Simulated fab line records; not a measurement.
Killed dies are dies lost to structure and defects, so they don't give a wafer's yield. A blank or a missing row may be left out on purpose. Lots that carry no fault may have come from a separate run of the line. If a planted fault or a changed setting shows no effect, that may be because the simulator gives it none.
fab line records    flow n5_finfet
record lots=9  wafers=25  last_day=18
route steps=1938 shown BEOL_M4@1111 BEOL_M9@1448 BEOL_M10@1470 PASSIVATION@1936
lots with no fault: from the same line, run without faults
start_h: hours from the record's first day to the start of the lot's first wafer shown    wait_h: hours elapsed since this lot's preceding step    " unchanged from the row above    L1.1+2: one row covering several wafers at once    - no value, or no start given    * or withheld: withheld    < > ~ a bound
route shown NAME@n: NAME is a module with steps in the file, n the number in the route of the first one    usual: mean and standard deviation over wafers with no fault    same: alike in all rows    chamber/n: place in a boat    sites: readings site by site    _std_site: how widely they spread, as a standard deviation    _edge_site: mean of outer sites minus mean of inner sites    radius_mm: for every site, how far away it sits from the centre of the wafer    mask NAME#n: copy n    behind: the tool/chamber that last shaped the wafer    hold: what put the lot on hold/how long, in hours/how the hold closed    device: the transistor (n, p or np) that didn't switch    end of line: the route-end tests of the same wafers    step lacking rows: just its recipe    killed: at the first sort, the dies lost to defects and structure; wafer yield is something else    map: per-die view of a wafer (x killed, . not killed, _ where there is no die)
set.NAME: the setting the step ran with; set.NAME@STEP: the setting that earlier step ran with    model.NAME: the simulator's own value behind a step, which no gauge read
the route's steps for a sample of lots (tables are steps, rows are wafers)
services: a tool's chamber out of use, with start hour (start_h, from the record's first day; less than 0 if before it), hours out, and reason
## steps
# step N5_BEOL_M4_RC_MEAS_101
# usual DIBL_N=36.3/1.8  DIBL_P=36.5/2.1  IOFF_N=0.16/0.031  IOFF_P=0.22/0.038  ION_N=677/12  ION_P=466/7.8  SS_N=71.5/0.61  SS_P=73.2/0.7  VT_N=249/3  VT_P=-248.9/3
lot.wafer  tool       chamber  start_h  wait_h  DIBL_N[mV/V]  DIBL_P[mV/V]  IOFF_N[nA/um]  IOFF_P[nA/um]  ION_N[uA/um]  ION_P[uA/um]  SS_N[mV/dec]  SS_P[mV/dec]  VT_N[mV]  VT_P[mV]
L246.2     prober-02  0        217.02   0.2     35.5          37.0          0.17           0.27           689           478           71.1          73.5          246       -243.1
L246.5     "          0        "        "       34.6          35.8          0.15           0.24           687           480           71.0          72.2          249       -246.4
L246.6     "          0        "        "       39.3          42.0          0.28           0.38           708           488           72.2          73.6          238       -240.6
L244.2     prober-01  0        231.71   0.2     38.0          38.8          0.20           0.24           697           470           72.1          74.1          246       -249.7
L244.3     "          0        "        "       38.9          39.3          0.21           0.25           705           468           71.5          74.0          246       -250.0
L244.4     "          0        "        "       37.6          37.4          0.17           0.22           679           458           71.4          74.1          249       -252.2
L248.1     prober-02  0        234.31   0.0     34.3          34.6          0.14           0.21           661           460           71.6          73.9          251       -247.7
L248.3     "          0        "        "       34.2          35.0          0.15           0.21           677           472           71.1          73.3          250       -246.4
L248.4     "          0        "        "       34.7          35.8          0.14           0.21           662           460           72.2          73.0          252       -247.3
L249.1     prober-01  0        236.79   0.0     39.5          38.0          0.17           0.22           673           458           72.5          74.0          249       -249.8
L249.3     "          0        "        "       37.6          36.5          0.16           0.22           673           468           71.8          72.9          250       -250.6
L249.6     "          0        "        "       40.1          38.6          0.18           0.23           686           466           72.8          74.0          250       -247.5
L256.5     prober-01  0        282.26   0.6     35.4          34.4          0.14           0.20           670           470           70.9          72.0          250       -248.9
L256.6     "          0        "        "       36.0          35.0          0.16           0.22           685           478           71.8          72.4          248       -248.1
L258.2     prober-01  0        284.47   0.2     38.0          37.9          0.18           0.22           666           456           71.7          74.5          249       -250.5
L258.4     "          0        "        "       38.1          39.2          0.18           0.24           680           475           72.4          73.8          248       -251.5
L258.5     "          0        "        "       37.2          37.7          0.17           0.21           685           466           71.8          73.5          246       -250.0
L259.4     prober-02  0        300.89   0.5     34.5          34.4          0.14           0.21           685           470           70.8          73.4          251       -247.6
L259.6     "          0        "        "       35.5          35.7          0.16           0.23           669           469           70.9          72.7          248       -248.0
L260.1     prober-02  0        307.68   0.0     32.2          32.2          0.10           0.15           641           449           70.8          72.1          256       -254.0
L260.4     "          0        "        "       32.5          32.5          0.11           0.15           671           462           70.4          72.4          255       -252.8
L260.5     "          0        "        "       33.8          33.8          0.12           0.17           650           453           70.7          72.5          253       -252.0
L262.4     prober-01  0        313.39   0.5     34.1          35.5          0.14           0.20           680           469           71.8          72.6          250       -250.0
L262.5     "          0        "        "       34.1          34.8          0.14           0.19           661           457           71.4          72.4          249       -249.1
L262.6     "          0        "        "       38.3          40.8          0.23           0.31           698           477           71.7          73.5          245       -246.5
# step N5_BEOL_M9_STRIP_80
# recipe chemistry=N2/H2  time_s=10  power_w=450  temp_c=40  pressure_mtorr=20  rf_frequency_hz=6e+07  bias_power_w=7  n2_flow_sccm=200  h2_flow_sccm=200
# usual drypump_motor_current_A=5.9/0.41  oes_product_au=0.78/0.094  rf_vpp_V=59.1/0.92  showerhead_plenum_p_Torr=2.56/0.07  throttle_valve_pct=23.62/0.29
lot.wafer  tool         chamber  start_h  wait_h  drypump_motor_current_A  oes_product_au  rf_hours_counter_h  rf_vpp_V  showerhead_plenum_p_Torr  throttle_valve_pct
L246.2     rie_diel-04  2        -        -       6.4                      0.97            3                   59.2      2.61                      23.64
L246.5     "            0        "        "       6.1                      0.83            -                   59.5      2.58                      23.39
L246.6     "            1        "        "       6.4                      0.73            -                   59.6      2.63                      23.31
L244.2     rie_diel-04  0        -        -       6.1                      0.82            95                  58.2      2.58                      23.40
L244.3     "            3        "        "       5.3                      0.72            216                 56.7      2.62                      23.98
L244.4     "            2        "        "       6.4                      0.97            7                   60.3      2.61                      23.65
L249.1     rie_diel-06  3        -        -       6.0                      0.69            228                 58.1      2.41                      23.92
L249.3     "            0        "        "       5.4                      0.69            218                 57.9      2.50                      23.97
L249.6     "            2        "        "       5.5                      0.78            -                   58.9      2.45                      23.52
L248.1     rie_diel-03  3        -        -       6.3                      0.89            30                  58.7      2.59                      23.12
L248.3     "            0        "        "       6.2                      0.95            11                  58.9      2.60                      23.75
L248.4     "            2        "        "       5.7                      0.78            103                 57.9      2.45                      23.36
L256.5     rie_diel-06  0        -        -       5.4                      0.67            -                   57.7      2.49                      23.98
L256.6     "            1        "        "       5.3                      0.72            -                   58.6      2.53                      24.04
L258.2     rie_diel-04  2        -        -       6.4                      0.92            23                  59.7      2.60                      23.68
L258.4     "            2        "        "       6.4                      0.92            -                   59.7      2.60                      23.68
L258.5     "            1        "        "       6.3                      0.71            -                   58.7      2.62                      23.35
L259.4     rie_diel-04  2        -        -       6.3                      0.91            27                  59.1      2.60                      23.68
L259.6     "            3        "        "       5.4                      0.71            -                   59.8      2.61                      23.98
L260.1     rie_diel-03  0        -        -       6.2                      0.89            37                  59.1      2.59                      23.78
L260.4     "            3        "        "       6.4                      0.85            -                   58.5      2.58                      23.16
L260.5     "            2        "        "       5.7                      0.76            -                   59.5      2.44                      23.40
L262.4     rie_diel-03  0        -        -       6.2                      0.89            -                   57.7      2.59                      23.79
L262.5     "            3        "        "       6.3                      0.85            -                   58.8      2.58                      23.15
L262.6     "            2        "        "       5.7                      0.76            -                   60.0      2.44                      23.39
# step N5_BEOL_M9_CD_MEAS_35
# recipe target_cd_nm=70  target_cd_y_nm=40  polarity=opening
# usual cd_nm=69.9/0.68
lot.wafer  tool       chamber  start_h  wait_h  cd_nm
L246.2     cd_sem-03  -        260.15   0.0     70.4
L246.5     "          -        "        "       70.1
L246.6     "          -        "        "       69.4
L244.2     cd_sem-02  -        276.82   0.0     71.8
L244.3     "          -        "        "       71.1
L244.4     "          -        "        "       70.7
L249.1     cd_sem-02  -        280.04   0.0     69.7
L249.3     "          -        "        "       70.0
L249.6     "          -        "        "       70.6
L248.1     cd_sem-02  -        287.07   0.0     70.4
L248.3     "          -        "        "       70.2
L248.4     "          -        "        "       70.3
L256.5     cd_sem-02  -        332.54   0.0     70.4
L256.6     "          -        "        "       69.9
L258.2     cd_sem-03  -        334.49   0.0     68.2
L258.4     "          -        "        "       68.1
L258.5     "          -        "        "       68.1
L259.4     cd_sem-02  -        346.15   0.0     70.9
L259.6     "          -        "        "       69.4
L260.1     cd_sem-03  -        360.76   0.0     69.2
L260.4     "          -        "        "       69.1
L260.5     "          -        "        "       70.5
L262.4     cd_sem-02  -        365.44   0.0     69.6
L262.5     "          -        "        "       68.7
L262.6     "          -        "        "       70.2
# step N5_BEOL_M9_SURFACE_TREAT_79
# recipe gas=Ar  time_s=*  ion_energy_ev=*  ion_current_ma_cm2=0.5  pressure_mtorr=*  ar_flow_sccm=30
# usual throttle_valve_pct=*
lot.wafer  tool            chamber  start_h  wait_h  throttle_valve_pct
L246.2     pvd_sputter-01  -        261.24   0.2     *
L246.5     "               -        "        "       *
L246.6     "               -        "        "       *
L244.2     pvd_sputter-03  -        277.67   0.2     *
L244.3     "               -        "        "       *
L244.4     "               -        "        "       *
L249.1     pvd_sputter-03  -        280.99   0.2     *
L249.3     "               -        "        "       *
L249.6     "               -        "        "       *
L248.1     pvd_sputter-03  -        288.11   0.2     *
L248.3     "               -        "        "       *
L248.4     "               -        "        "       *
L256.5     pvd_sputter-03  -        334.58   0.1     *
L256.6     "               -        "        "       *
L258.2     pvd_sputter-01  -        337.53   0.2     *
L258.4     "               -        "        "       *
L258.5     "               -        "        "       *
L259.4     pvd_sputter-01  -        347.53   0.5     *
L259.6     "               -        "        "       *
L260.1     pvd_sputter-03  -        361.82   0.3     *
L260.4     "               -        "        "       *
L260.5     "               -        "        "       *
L262.4     pvd_sputter-01  -        366.23   0.2     *
L262.5     "               -        "        "       *
L262.6     "               -        "        "       *
# step N5_BEOL_M10_ILD_DEP_00
# recipe material=SiCOH_lowk  target_thk_a=3085.1  temp_c=300  precursor=DEMS/porogen  pressure_torr=5  rf_w=500  time_s=58
# usual chamber_pressure_Torr=4.998/0.011  heater_power_w=318/37  rf_fwd_power_W=495.8/1.8  run_length_s=100.9/0.67  showerhead_plenum_p_Torr=5.739/0.017  throttle_valve_pct=13.8/0.55
lot.wafer  tool      chamber  start_h  wait_h  chamber_pressure_Torr  heater_power_w  rf_fwd_power_W  run_length_s  showerhead_plenum_p_Torr  throttle_valve_pct
L246.2     pecvd-04  0        263.03   0.0     5.007                  328             496.0           101.9         5.743                     14.5
L246.5     "         2        "        "       4.987                  358             498.3           100.5         5.731                     14.1
L246.6     "         1        "        "       5.016                  308             494.9           100.1         5.720                     14.1
L244.2     pecvd-04  2        279.61   0.0     4.998                  330             499.0           100.3         5.742                     14.0
L244.3     "         1        "        "       4.994                  255             495.7           99.9          5.721                     14.2
L244.4     "         0        "        "       4.992                  302             497.2           101.4         5.750                     14.2
L249.1     pecvd-04  2        282.26   0.0     5.005                  295             496.5           100.2         5.725                     13.9
L249.3     "         1        "        "       4.998                  267             494.4           100.4         5.738                     14.1
L249.6     "         1        "        "       5.005                  285             492.6           100.1         5.733                     14.1
L248.1     pecvd-03  2        289.54   0.0     4.999                  249             497.9           101.5         5.733                     12.9
L248.3     "         0        "        "       4.991                  336             498.2           102.1         5.741                     13.3
L248.4     "         1        "        "       4.995                  332             495.4           100.5         5.787                     14.2
L256.5     pecvd-04  1        336.09   0.1     4.996                  277             495.6           100.0         5.720                     14.1
L256.6     "         1        "        "       4.999                  284             494.2           118.2         5.733                     14.2
L258.2     pecvd-04  2        338.80   0.0     5.003                  363             494.6           100.4         5.735                     14.3
L258.4     "         1        "        "       4.992                  287             495.3           118.4         5.723                     14.3
L258.5     "         1        "        "       4.997                  295             494.8           100.1         5.721                     14.5
L259.4     pecvd-04  1        350.31   0.1     4.985                  241             496.2           117.6         5.726                     14.3
L259.6     "         0        "        "       5.014                  330             497.7           119.4         5.758                     14.2
L260.1     pecvd-03  2        365.24   0.0     5.001                  265             497.1           101.1         5.720                     13.0
L260.4     "         2        "        "       5.005                  279             497.0           101.2         5.739                     12.8
L260.5     "         1        "        "       4.989                  361             498.2           100.6         5.776                     14.3
L262.4     pecvd-03  2        367.46   0.1     5.005                  274             499.3           101.2         5.742                     13.1
L262.5     "         0        "        "       4.990                  360             495.4           101.9         5.722                     13.3
L262.6     "         1        "        "       5.020                  347             496.1           100.9         5.773                     14.8
# step N5_BEOL_M10_THK_MEAS_01
# recipe reads=SiCOH_lowk_of_BEOL_M10_ILD_DEP_00
# usual M10_ILD_THK=267/3.3
lot.wafer  tool           chamber  start_h  wait_h  M10_ILD_THK[nm]
L246.2     film_metro-01  -        264.51   0.4     263
L246.5     "              -        "        "       268
L246.6     "              -        "        "       270
L244.2     film_metro-01  -        280.20   0.4     268
L244.3     "              -        "        "       270
L244.4     "              -        "        "       268
L249.1     film_metro-01  -        282.85   0.4     266
L249.3     "              -        "        "       268
L249.6     "              -        "        "       271
L248.1     film_metro-02  -        290.13   0.4     268
L248.3     "              -        "        "       266
L248.4     "              -        "        "       272
L256.5     film_metro-01  -        336.68   0.1     268
L256.6     "              -        "        "       347
L258.2     film_metro-01  -        339.90   0.7     266
L258.4     "              -        "        "       351
L258.5     "              -        "        "       271
L259.4     film_metro-02  -        350.87   0.2     349
L259.6     "              -        "        "       350
L260.1     film_metro-01  -        365.83   0.4     263
L260.4     "              -        "        "       266
L260.5     "              -        "        "       267
L262.4     film_metro-01  -        368.03   0.2     268
L262.5     "              -        "        "       266
L262.6     "              -        "        "       269
# step N5_PASSIVATION_PROBE_49
# usual defect_limited_yield=91.2/1.5  killed_at_M0_to_M3=33/9.6  killed_at_M4_up=14/5.6  killed_at_contacts=14/5.5  killed_at_front_end=40/13  killed_at_other=4/3  killed_dies=104/17  killed_on_rim=14/4.3  killed_open=68/13  killed_short=33/7.2  sort_bin_4_leakage=0.00/0.014  sort_bin_5_function=5.2/0.95  sort_bin_6_memory=3.3/0.62  sort_bin_8_speed=0.00/0.012  sort_n_pass=1076/17  sort_yield_pct=91.2/1.5
# same gross_dies=1180  killed_at_back_side=0
lot.wafer  tool       chamber  start_h  wait_h  defect_limited_yield[%]  killed_at_M0_to_M3  killed_at_M4_up  killed_at_contacts  killed_at_front_end  killed_at_other  killed_dies  killed_on_rim  killed_open  killed_short  sort_bin_4_leakage[%]  sort_bin_5_function[%]  sort_bin_6_memory[%]  sort_bin_8_speed[%]  sort_n_pass  sort_yield_pct[%]
L249.1     prober-02  -        341.92   0.0     91.4                     20                  5                20                  54                   2                101          17             69           29            0                      4.4                     3.6                   0                    1079         91.4
L249.3     prober-02  -        342.02   0.1     89.7                     29                  12               17                  58                   5                121          17             81           32            0                      5.9                     3.8                   0                    1059         89.7
L249.6     prober-02  -        342.17   0.3     90.8                     35                  13               15                  45                   1                109          17             71           29            0                      5.9                     2.8                   0                    1071         90.8
L256.5     prober-02  -        397.94   0.2     88.7                     34                  25               7                   61                   6                133          20             80           49            0                      6.4                     3.8                   0                    1047         88.7
L256.6     prober-02  -        397.99   0.3     0                        43                  1087             7                   42                   1                1180         152            74           32            0                      96.4                    3.3                   0                    0            0
L258.2     prober-01  -        400.12   0.1     90.1                     39                  17               15                  44                   2                117          14             79           36            0                      6.0                     3.8                   0                    1063         90.1
L258.4     prober-01  -        400.22   0.2     0                        29                  1097             10                  41                   3                1180         152            59           31            0                      96.9                    2.9                   0                    0            0
L258.5     prober-01  -        400.27   0.2     89.3                     48                  12               9                   55                   2                126          17             78           45            0                      6.3                     4.1                   0                    1054         89.3
L259.4     prober-02  -        409.64   0.2     0                        52                  1052             14                  62                   0                1180         152            103          41            0                      94.9                    4.7                   0                    0            0
L259.6     prober-02  -        409.74   0.3     0                        30                  1093             14                  41                   2                1180         152            63           33            0                      96.3                    3.6                   0                    0            0
# killed by level:class
L249.1 MOL_CONTACT_COAG:geometric_particle:open=17 STI_FIN_REVEAL:geometric_particle:open=14 FIN_SAQP:geometric_particle:short=7 FIN_SAQP:geometric_particle:open=6 DUMMY_GATE:geometric_particle:open=6 GATE_CUT:geometric_particle:short=6 BEOL_M1:geometric_particle:open=6 BEOL_M0_SAQP:geometric_particle:open=5
L249.3 FIN_SAQP:geometric_particle:open=17 MOL_CONTACT_COAG:geometric_particle:open=13 BEOL_M1:geometric_particle:open=11 DUMMY_GATE:geometric_particle:open=8 STI_FIN_REVEAL:geometric_particle:open=6 DUMMY_GATE:geometric_particle:short=5 BEOL_M0_SAQP:geometric_particle:short=5 MOL_CONTACT_COAG:geometric_particle:short=4
L249.6 FIN_SAQP:geometric_particle:open=14 BEOL_M0_SAQP:geometric_particle:open=13 MOL_CONTACT_COAG:geometric_particle:open=11 BEOL_M1:geometric_particle:open=8 BEOL_M0_SAQP:geometric_particle:short=6 STARTING-WAFER:geometric_particle:open=5 FIN_SAQP:geometric_particle:short=4 BEOL_M1:geometric_particle:short=4
L256.5 FIN_SAQP:geometric_particle:open=24 FIN_SAQP:geometric_particle:short=16 BEOL_M4:geometric_particle:open=12 BEOL_M0_SAQP:geometric_particle:short=8 BEOL_M1:geometric_particle:open=6 BEOL_M2:geometric_particle:open=6 BEOL_M4:geometric_particle:short=5 BEOL_M0_SAQP:geometric_particle:open=5
L256.6 BEOL_M10:area_etch=1074 FIN_SAQP:geometric_particle:open=13 BEOL_M0_SAQP:geometric_particle:short=12 BEOL_M4:geometric_particle:open=10 BEOL_M0_SAQP:geometric_particle:open=9 STI_FIN_REVEAL:geometric_particle:open=7 BEOL_M2:geometric_particle:open=7 MOL_CONTACT_COAG:geometric_particle:open=6
L258.2 FIN_SAQP:geometric_particle:open=12 MOL_CONTACT_COAG:geometric_particle:open=12 BEOL_M0_SAQP:geometric_particle:open=9 BEOL_M3:geometric_particle:open=9 BEOL_M0_SAQP:geometric_particle:short=8 BEOL_M4:geometric_particle:open=8 FIN_SAQP:geometric_particle:short=7 STI_FIN_REVEAL:geometric_particle:open=6
L258.4 BEOL_M10:area_etch=1090 FIN_SAQP:geometric_particle:open=13 MOL_CONTACT_COAG:geometric_particle:open=8 BEOL_M3:geometric_particle:open=8 FIN_SAQP:geometric_particle:short=7 STI_FIN_REVEAL:geometric_particle:open=7 BEOL_M0_SAQP:geometric_particle:open=6 BEOL_M0_SAQP:geometric_particle:short=4
L258.5 BEOL_M0_SAQP:geometric_particle:open=16 FIN_SAQP:geometric_particle:short=15 BEOL_M0_SAQP:geometric_particle:short=12 STI_FIN_REVEAL:geometric_particle:open=9 DUMMY_GATE:geometric_particle:open=9 BEOL_M2:geometric_particle:open=8 FIN_SAQP:geometric_particle:open=7 MOL_CONTACT_COAG:geometric_particle:open=7
L259.4 BEOL_M10:area_etch=1036 STI_FIN_REVEAL:geometric_particle:open=34 MOL_CONTACT_COAG:geometric_particle:open=13 BEOL_M2:geometric_particle:open=12 BEOL_M3:geometric_particle:open=11 BEOL_M0_SAQP:geometric_particle:short=10 FIN_SAQP:geometric_particle:open=8 BEOL_M0_SAQP:geometric_particle:open=8
L259.6 BEOL_M10:area_etch=1082 MOL_CONTACT_COAG:geometric_particle:open=11 STI_FIN_REVEAL:geometric_particle:open=9 BEOL_M3:geometric_particle:open=8 FIN_SAQP:geometric_particle:open=7 STI_FIN_REVEAL:geometric_particle:short=6 BEOL_M2:geometric_particle:open=6 BEOL_M4:geometric_particle:open=6
## services
tool            chamber  start_h  hours  kind
pecvd-03        1        252.32   5.5    scheduled_down
rie_diel-03     -        272.06   0.8    repair
pecvd-04        -        272.95   0.7    repair
pecvd-03        0        307.67   5.5    scheduled_down
rie_diel-03     3        317.24   8.8    repair
pecvd-04        2        320.66   16.5   scheduled_down
pvd_sputter-01  -        326.95   3.2    repair
pecvd-04        0        331.85   8.1    repair
rie_diel-04     3        334.18   5.4    repair
rie_diel-06     3        342.84   -      clean
rie_diel-06     3        342.84   -      consumable_replace:esc
rie_diel-06     3        342.84   -      consumable_replace:focus_ring
rie_diel-06     3        342.84   -      consumable_replace:showerhead
rie_diel-06     3        342.84   36.3   scheduled_down
rie_diel-06     3        342.84   36.3   vent_cycle
pecvd-04        -        348.15   0.5    repair
rie_diel-03     1        354.41   -      clean
rie_diel-03     1        354.41   -      consumable_replace:focus_ring
rie_diel-03     1        354.41   15.8   scheduled_down
rie_diel-03     1        354.41   15.8   vent_cycle
## key
first_sign step=N5_BEOL_M10_ILD_DEP_00  reading=run_length_s  direction=up  sigmas=26  usual=*  struck=*
effect step=N5_BEOL_M10_THK_MEAS_01  reading=M10_ILD_THK  direction=up  sigmas=25  usual=267  struck=349
effect step=N5_PASSIVATION_PROBE_49  reading=killed_at_M4_up  direction=up  sigmas=99+  usual=14  struck=1082
more_kills_born_at N5_BEOL_M10_ETCH_41@rie_diel-01=3192  N5_BEOL_M10_ETCH_41@rie_diel-02=1090
met_at N5_BEOL_M10_ILD_DEP_00
struck_lots L256,L258,L259
struck_wafers L256.6,L258.4,L259.4,L259.6
later_rows_left_out L256.6,L258.4,L259.4,L259.6
not_acting_at N5_BEOL_M9_STRIP_80,N5_BEOL_M9_CD_MEAS_35,N5_BEOL_M9_SURFACE_TREAT_79
onset_between 282.26 336.09
fault kind=process_parameter_drift  tool=pecvd-04  chamber=-  onset_h=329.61  steps=N5_BEOL_M10_ILD_DEP_00  channel=time_s  offset=*  shape=step  end_h=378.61  scope=struck_wafers_only  acts_in=*  stated=*
# later_rows_left_out: the simulator's readings of these wafers behind a module that went badly wrong aren't trusted and aren't shown, but for the sort
